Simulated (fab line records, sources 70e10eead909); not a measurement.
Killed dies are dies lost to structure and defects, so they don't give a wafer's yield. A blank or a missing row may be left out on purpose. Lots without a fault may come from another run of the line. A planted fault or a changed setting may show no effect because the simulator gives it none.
Which tool did it? | flow nand_harc | 24 lots, 72 wafers sampled, at 6 steps of a route of 1302

WHAT THE GAUGES READ, wafer by wafer
NHARC_A_ONON_D1_THK_MEAS_27: measures by ellipsometry.
lot  | measured     | on            | thk_nm (nm)
L074 | day 8 12:37  | film_metro-01 | 989 991 990
L075 | day 8 12:37  | film_metro-02 | 1021 1020 1019
L076 | day 9 00:38  | film_metro-01 | 999 998 997
L077 | day 9 10:49  | film_metro-01 | 1000 1000 1002
L078 | day 9 17:26  | film_metro-02 | 1012 1013 1013
L079 | day 10 09:08 | film_metro-02 | 999 998 1001
L080 | day 11 02:48 | film_metro-01 | 997 997 995
L081 | day 11 02:47 | film_metro-02 | 992 993 996
L082 | day 11 15:26 | film_metro-02 | 1003 1006 1003
L084 | day 12 05:27 | film_metro-02 | 1008 1007 1007
L083 | day 12 05:27 | film_metro-01 | 1010 1010 1009
L085 | day 12 23:53 | film_metro-01 | 1011 1010 1008
L086 | day 13 06:06 | film_metro-02 | 1002 1002 1002
L087 | day 13 09:44 | film_metro-02 | 984 986 986
L088 | day 13 23:19 | film_metro-02 | 1007 1009 1006
L089 | day 14 20:29 | film_metro-02 | 1002 1000 999
L090 | day 15 04:53 | film_metro-01 | 999 997 1000
L091 | day 15 04:54 | film_metro-02 | 993 994 996
L092 | day 15 15:48 | film_metro-01 | 985 983 982
L093 | day 16 01:44 | film_metro-02 | 986 986 988
L094 | day 16 13:01 | film_metro-01 | 1017 1017 1017
L095 | day 16 16:43 | film_metro-01 | 987 988 988
L096 | day 17 05:35 | film_metro-01 | 1008 1008 1008
L097 | day 17 18:27 | film_metro-01 | 1027 1027 1025

NHARC_A_CHANNEL_HOLE_D1_INSPECT_12.
lot  | measured     | on                | raw_defect_count
L074 | day 8 17:10  | defect_inspect-01 | 1 10 1
L075 | day 8 16:40  | defect_inspect-02 | 10 5 6
L076 | day 9 04:52  | defect_inspect-02 | 2 1 2
L077 | day 9 21:17  | defect_inspect-01 | 3 1 3
L078 | day 10 00:19 | defect_inspect-02 | 8 5 6
L079 | day 10 13:43 | defect_inspect-01 | 5 4 4
L080 | day 11 06:59 | defect_inspect-02 | 6 3 5
L081 | day 11 06:49 | defect_inspect-01 | 3 4 5
L082 | day 11 22:50 | defect_inspect-01 | 6 4 4
L084 | day 12 10:16 | defect_inspect-02 | 9 7 3
L083 | day 12 09:27 | defect_inspect-02 | 3 4 7
L085 | day 13 03:45 | defect_inspect-02 | 4 9 6
L086 | day 13 11:54 | defect_inspect-01 | 3 4 5
L087 | day 13 13:52 | defect_inspect-01 | 5 5 6
L088 | day 14 04:24 | defect_inspect-02 | 3 5 6
L089 | day 15 00:25 | defect_inspect-01 | 2 7 9
L090 | day 15 09:22 | defect_inspect-01 | 8 7 4
L091 | day 15 09:35 | defect_inspect-02 | 2 7 9
L092 | day 15 19:44 | defect_inspect-01 | 7 3 3
L093 | day 16 05:40 | defect_inspect-02 | 5 1 4
L094 | day 16 17:12 | defect_inspect-02 | 4 6 5
L095 | day 17 04:48 | defect_inspect-01 | 2 6 10
L096 | day 17 09:31 | defect_inspect-01 | 5 12 4
L097 | day 18 02:02 | defect_inspect-02 | 4 10 10

WHICH TOOL RAN EACH LOT (tool, then ch and the chambers of the sampled wafers, then the start)
lot  | NHARC_P_M0_DESCUM_14               | NHARC_P_M1_PVD_21                       | NHARC_P_M1_ANNEAL_31             | NHARC_P_BONDPAD_CMP_19
L074 | rie_diel-10 ch 1,3, day 6 05:23    | pvd_sputter-02, day 6 11:46 or earlier  | rtp_anneal-02 ch 0, day 6 11:46  | cmp-02 ch 1,2, day 6 21:20
L075 | rie_diel-10 ch 1,2,3, day 6 07:43  | pvd_sputter-03, day 6 14:00 or earlier  | rtp_anneal-01 ch 0, day 6 14:00  | cmp-01 ch 1,2, day 6 23:13
L076 | rie_diel-10 ch 0,1,3, day 6 21:54  | pvd_sputter-02, day 7 04:07 or earlier  | rtp_anneal-02 ch 0, day 7 04:07  | cmp-04 ch 0,1,2, day 7 13:01
L077 | rie_diel-11 ch 1,2,3, day 7 07:56  | pvd_sputter-03, day 7 13:59 or earlier  | rtp_anneal-01 ch 0, day 7 13:59  | cmp-02 ch 1,2,3, day 7 23:23
L078 | rie_diel-10 ch 1,2, day 7 14:23    | pvd_sputter-03, day 7 20:51 or earlier  | rtp_anneal-02 ch 0, day 7 20:51  | cmp-04 ch 0,1,2, day 8 05:47
L079 | rie_diel-11 ch 0,3, day 8 06:28    | pvd_sputter-02, day 8 12:12 or earlier  | rtp_anneal-01 ch 0, day 8 12:12  | cmp-02 ch 0,1,2, day 8 21:16
L080 | rie_diel-11 ch 0,2,3, day 9 01:22  | pvd_sputter-02, day 9 07:08 or earlier  | rtp_anneal-02 ch 0, day 9 07:08  | cmp-02 ch 0,1,2, day 9 16:01
L081 | rie_diel-03 ch 0,1,2, day 9 01:47  | pvd_sputter-03, day 9 07:52 or earlier  | rtp_anneal-01 ch 0, day 9 07:52  | cmp-04 ch 1,2,3, day 9 16:56
L082 | rie_diel-11 ch 0,2,3, day 9 10:35  | pvd_sputter-03, day 9 16:20 or earlier  | rtp_anneal-02 ch 0, day 9 16:20  | cmp-01 ch 0,2, day 10 01:13
L084 | rie_diel-11 ch 1,2, day 10 02:06   | pvd_sputter-03, day 10 07:59 or earlier | rtp_anneal-01 ch 0, day 10 07:59 | cmp-01 ch 0,1,3, day 10 17:04
L083 | rie_diel-10 ch 0,1,2, day 10 03:30 | pvd_sputter-01, day 10 09:28 or earlier | rtp_anneal-02 ch 0, day 10 09:28 | cmp-04 ch 1,2,3, day 10 18:34
L085 | rie_diel-11 ch 1,3, day 10 21:09   | pvd_sputter-03, day 11 02:56 or earlier | rtp_anneal-02 ch 0, day 11 02:56 | cmp-01 ch 0,2,3, day 11 11:58
L086 | rie_diel-11 ch 0,1, day 11 03:16   | pvd_sputter-03, day 11 09:16 or earlier | rtp_anneal-02 ch 0, day 11 09:16 | cmp-01 ch 2,3, day 11 18:23
L087 | rie_diel-03 ch 0,1, day 11 06:26   | pvd_sputter-03, day 11 12:29 or earlier | rtp_anneal-01 ch 0, day 11 12:29 | cmp-02 ch 1,2, day 11 21:57
L088 | rie_diel-03 ch 1,2, day 11 18:24   | pvd_sputter-01, day 12 00:20 or earlier | rtp_anneal-02 ch 0, day 12 00:20 | cmp-02 ch 0,1, day 12 09:25
L089 | rie_diel-03 ch 2,3, day 12 15:37   | pvd_sputter-01, day 12 21:43 or earlier | rtp_anneal-01 ch 0, day 12 21:43 | cmp-02 ch 1,2, day 13 06:30
L090 | rie_diel-10 ch 0,3, day 12 22:11   | pvd_sputter-01, day 13 04:04 or earlier | rtp_anneal-02 ch 0, day 13 04:04 | cmp-04 ch 1,2,3, day 13 13:15
L091 | rie_diel-10 ch 0,1,2, day 13 03:21 | pvd_sputter-03, day 13 09:06 or earlier | rtp_anneal-02 ch 0, day 13 09:06 | cmp-02 ch 1,2,3, day 13 18:03
L092 | rie_diel-11 ch 1,2,3, day 13 08:52 | pvd_sputter-02, day 13 14:41 or earlier | rtp_anneal-01 ch 0, day 13 14:41 | cmp-02 ch 1,2,3, day 13 23:44
L093 | rie_diel-03 ch 0,1,3, day 13 21:29 | pvd_sputter-01, day 14 03:26 or earlier | rtp_anneal-01 ch 0, day 14 03:26 | cmp-04 ch 0,2,3, day 14 12:23
L094 | rie_diel-10 ch 0,1,3, day 14 09:34 | pvd_sputter-02, day 14 15:35 or earlier | rtp_anneal-01 ch 0, day 14 15:35 | cmp-02 ch 1,2, day 15 00:47
L095 | rie_diel-03 ch 0,2,3, day 14 13:26 | pvd_sputter-03, day 14 19:16 or earlier | rtp_anneal-01 ch 0, day 14 19:16 | cmp-04 ch 1,2, day 15 04:41
L096 | rie_diel-11 ch 1,3, day 14 23:47   | pvd_sputter-02, day 15 05:37 or earlier | rtp_anneal-02 ch 0, day 15 05:37 | cmp-02 ch 1,2, day 15 14:40
L097 | rie_diel-10 ch 0,3, day 15 12:28   | pvd_sputter-02, day 15 18:23 or earlier | rtp_anneal-01 ch 0, day 15 18:23 | cmp-01 ch 0,2,3, day 16 03:30
- NHARC_P_M0_DESCUM_14: chemistry O2, time 3 s.
- NHARC_P_M1_PVD_21: deposits Cu, target thk 30 nm, time 20.49 s.
- NHARC_P_M1_ANNEAL_31: time 90 s.
- NHARC_P_BONDPAD_CMP_19: polishes, t overpolish 30 s, cu recess touch 16 s, target thk 160.81 nm.

WHAT THE TOOLS THEMSELVES READ (means of the sampled wafers that have a number; where no wafer has one, the mark that the record gives instead)
NHARC_P_M0_DESCUM_14.
lot  | tool        | drypump_motor_current_A (A) | oes_product_au (a.u.) | rf_vpp_V (V) | showerhead_plenum_p_Torr (Torr) | throttle_valve_pct (%)
L074 | rie_diel-10 | 5.9                         | 0.988                 | 58.1         | 1.94                            | 11.309
L075 | rie_diel-10 | 5.7                         | 0.996                 | 58.9         | 1.98                            | 11.313
L076 | rie_diel-10 | 5.5                         | 0.995                 | 57.2         | 1.94                            | 11.302
L077 | rie_diel-11 | 5.7                         | 0.989                 | 57.1         | 1.91                            | 11.307
L078 | rie_diel-10 | 6.3                         | 0.988                 | 57.9         | 1.98                            | 11.307
L079 | rie_diel-11 | 5.7                         | 0.988                 | 58.4         | 1.94                            | 11.315
L080 | rie_diel-11 | 6.0                         | 0.992                 | 57.2         | 1.90                            | 11.313
L081 | rie_diel-03 | 5.7                         | 1.005                 | 57.7         | 1.89                            | 11.313
L082 | rie_diel-11 | 5.9                         | 0.994                 | 58.5         | 1.90                            | 11.325
L084 | rie_diel-11 | 6.2                         | 1.006                 | 57.6         | 1.84                            | 11.317
L083 | rie_diel-10 | 5.9                         | 0.995                 | 57.8         | 1.98                            | 11.310
L085 | rie_diel-11 | 5.2                         | 0.996                 | 57.2         | 1.98                            | 11.307
L086 | rie_diel-11 | 5.5                         | 0.995                 | 56.9         | 1.91                            | 11.314
L087 | rie_diel-03 | 5.8                         | 1.003                 | 56.8         | 1.83                            | 11.313
L088 | rie_diel-03 | 5.6                         | 1.008                 | 57.7         | 1.90                            | 11.314
L089 | rie_diel-03 | 5.6                         | 1.005                 | 58.2         | 2.01                            | 11.312
L090 | rie_diel-10 | 5.2                         | 0.996                 | 57.8         | 1.93                            | 11.313
L091 | rie_diel-10 | 6.0                         | 0.996                 | 58.0         | 1.97                            | 11.313
L092 | rie_diel-11 | 5.7                         | 1.009                 | 56.7         | 1.90                            | 11.315
L093 | rie_diel-03 | 5.9                         | 1.007                 | 57.8         | 1.88                            | 11.310
L094 | rie_diel-10 | 5.5                         | 0.998                 | 57.6         | 1.92                            | 11.312
L095 | rie_diel-03 | 5.7                         | 0.999                 | 58.2         | 1.94                            | 11.313
L096 | rie_diel-11 | 5.2                         | 1.013                 | 58.3         | 1.97                            | 11.304
L097 | rie_diel-10 | 4.9                         | 1.003                 | 58.4         | 1.92                            | 11.315

NHARC_P_M1_PVD_21.
lot  | tool           | throttle_valve_pct (%)
L074 | pvd_sputter-02 | 30.2
L075 | pvd_sputter-03 | 30.2
L076 | pvd_sputter-02 | 29.5
L077 | pvd_sputter-03 | 29.8
L078 | pvd_sputter-03 | 29.9
L079 | pvd_sputter-02 | 29.5
L080 | pvd_sputter-02 | 29.7
L081 | pvd_sputter-03 | 29.8
L082 | pvd_sputter-03 | 30.3
L084 | pvd_sputter-03 | 29.9
L083 | pvd_sputter-01 | 29.7
L085 | pvd_sputter-03 | 30.7
L086 | pvd_sputter-03 | 30.0
L087 | pvd_sputter-03 | 30.5
L088 | pvd_sputter-01 | 29.8
L089 | pvd_sputter-01 | 29.2
L090 | pvd_sputter-01 | 29.7
L091 | pvd_sputter-03 | 30.7
L092 | pvd_sputter-02 | 29.5
L093 | pvd_sputter-01 | 29.8
L094 | pvd_sputter-02 | 30.0
L095 | pvd_sputter-03 | 30.4
L096 | pvd_sputter-02 | 30.0
L097 | pvd_sputter-02 | 29.9

NHARC_P_M1_ANNEAL_31.
lot  | tool          | anneal_temp_c (C) | wafer_temp_C_max
L074 | rtp_anneal-02 | 225.00            | 226.10
L075 | rtp_anneal-01 | 224.86            | 225.81
L076 | rtp_anneal-02 | 224.89            | 226.30
L077 | rtp_anneal-01 | 224.80            | 225.63
L078 | rtp_anneal-02 | 225.07            | 226.25
L079 | rtp_anneal-01 | 225.00            | 225.84
L080 | rtp_anneal-02 | 225.05            | 226.21
L081 | rtp_anneal-01 | 225.15            | 225.84
L082 | rtp_anneal-02 | 225.12            | 226.42
L084 | rtp_anneal-01 | 224.99            | 225.83
L083 | rtp_anneal-02 | 225.23            | 226.37
L085 | rtp_anneal-02 | 225.14            | 226.53
L086 | rtp_anneal-02 | 224.82            | 226.21
L087 | rtp_anneal-01 | 224.87            | 225.83
L088 | rtp_anneal-02 | 225.01            | 226.12
L089 | rtp_anneal-01 | 224.93            | 225.92
L090 | rtp_anneal-02 | 225.03            | 226.16
L091 | rtp_anneal-02 | 225.17            | 226.23
L092 | rtp_anneal-01 | 225.05            | 225.91
L093 | rtp_anneal-01 | 224.91            | 225.90
L094 | rtp_anneal-01 | 225.10            | 225.88
L095 | rtp_anneal-01 | 224.98            | 226.13
L096 | rtp_anneal-02 | 225.09            | 226.27
L097 | rtp_anneal-01 | 224.93            | 225.79

NHARC_P_BONDPAD_CMP_19.
lot  | tool   | motor_current_A (A) | overpolish_run_s (s)
L074 | cmp-02 | 10.6                | 30.004
L075 | cmp-01 | 12.4                | 30.000
L076 | cmp-04 | 12.7                | 30.005
L077 | cmp-02 | 11.0                | 30.001
L078 | cmp-04 | 12.6                | 29.993
L079 | cmp-02 | 11.7                | 29.998
L080 | cmp-02 | 11.4                | 29.991
L081 | cmp-04 | 11.7                | 29.997
L082 | cmp-01 | 11.4                | 30.004
L084 | cmp-01 | 13.0                | 30.003
L083 | cmp-04 | 12.1                | 29.997
L085 | cmp-01 | 12.0                | 30.003
L086 | cmp-01 | 12.4                | 29.998
L087 | cmp-02 | 10.9                | 30.000
L088 | cmp-02 | 12.1                | 29.991
L089 | cmp-02 | 10.9                | 29.994
L090 | cmp-04 | 12.0                | 30.006
L091 | cmp-02 | 11.0                | 30.004
L092 | cmp-02 | 10.8                | 29.996
L093 | cmp-04 | 12.1                | 29.995
L094 | cmp-02 | 10.7                | 30.015
L095 | cmp-04 | 12.2                | 30.000
L096 | cmp-02 | 10.9                | 29.993
L097 | cmp-01 | 12.0                | 30.004

THE ANSWER, worked out from the rows above alone
Rule: what is usual is taken from the lots themselves. Put in order of their means at a reading, lots are off if they are a third of the lots or fewer, leave a main group of 4 or more, and stand apart from it by a gap of 3 or more times the standard deviation of the main group's means; of several such gaps the widest counts. A main group whose means are all the same, to the digits that the tables above print for the reading, isn't used. A lot without any number at a reading at which 4 lots or more have one is off too. The other lots that the step has rows for count as sound. The gauges are gone through in route order, then the tools' own readings, and for those a lot's mean is taken as printed above. The first step at which some lot is off is used, and at that step the reading that is off furthest; a lot without a number counts as furthest.
No lot is off at any reading shown: from this, nothing can be told.

WHAT THE SIMULATOR HAD PUT IN
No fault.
